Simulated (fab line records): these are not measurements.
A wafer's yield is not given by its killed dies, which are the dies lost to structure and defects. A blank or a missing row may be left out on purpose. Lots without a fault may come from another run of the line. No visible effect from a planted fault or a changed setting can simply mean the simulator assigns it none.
Chamber matching / flow n5Finfet / N5_FIN_SAQP_FIN_ETCH_36 on rieSi-01 has 4 sister chambers
The step etches the open film in HBr/Cl2/O2, target depth 120 nm, time 50.4 s. 4 wafers are shown with their chamber, then 8 later ones without.

WAFERS, EACH WITH ITS CHAMBER
wafer=L085.3; chamber=0; drypumpMotorCurrentA (A)=5.3
wafer=L085.5; chamber=2; drypumpMotorCurrentA (A)=5.7
wafer=L085.6; chamber=1; drypumpMotorCurrentA (A)=5.3
wafer=L088.1; chamber=3; drypumpMotorCurrentA (A)=6.7

WAFERS WITHOUT THEIR CHAMBER
wafer=L088.4; drypumpMotorCurrentA (A)=5.2
wafer=L088.5; drypumpMotorCurrentA (A)=5.3
wafer=L091.3; drypumpMotorCurrentA (A)=6.7
wafer=L091.4; drypumpMotorCurrentA (A)=5.3
wafer=L091.6; drypumpMotorCurrentA (A)=5.3
wafer=L093.3; drypumpMotorCurrentA (A)=6.7
wafer=L093.4; drypumpMotorCurrentA (A)=5.3
wafer=L093.6; drypumpMotorCurrentA (A)=5.8

EACH ONE'S CHAMBER
wafer=L088.4; from the rows above=can't be placed: 0 or 1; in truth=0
wafer=L088.5; from the rows above=can't be placed: 0 or 1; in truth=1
wafer=L091.3; from the rows above=3; in truth=3
wafer=L091.4; from the rows above=can't be placed: 0 or 1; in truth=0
wafer=L091.6; from the rows above=can't be placed: 0 or 1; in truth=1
wafer=L093.3; from the rows above=3; in truth=3
wafer=L093.4; from the rows above=can't be placed: 0 or 1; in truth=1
wafer=L093.6; from the rows above=2; in truth=2
Correct placement for 3 of the 8. Cannot be placed on the basis of these rows: 5; the candidates contain the true chamber in 5. 0 placed wrongly.
How it was worked out, from the rows above alone: a wafer's distance from a chamber is the root of the sum, over the readings, of the square of ((its reading less the chamber's mean) divided by the reading's scatter). The wafer belongs to the nearest chamber; if the next one is less than 2 further off, it can't be placed. The mean given for a chamber averages the wafers shown for that chamber. The scatter (one wafer shown for each chamber): square how far every hidden wafer sits from the nearest shown wafer, average those squares and take the square root.
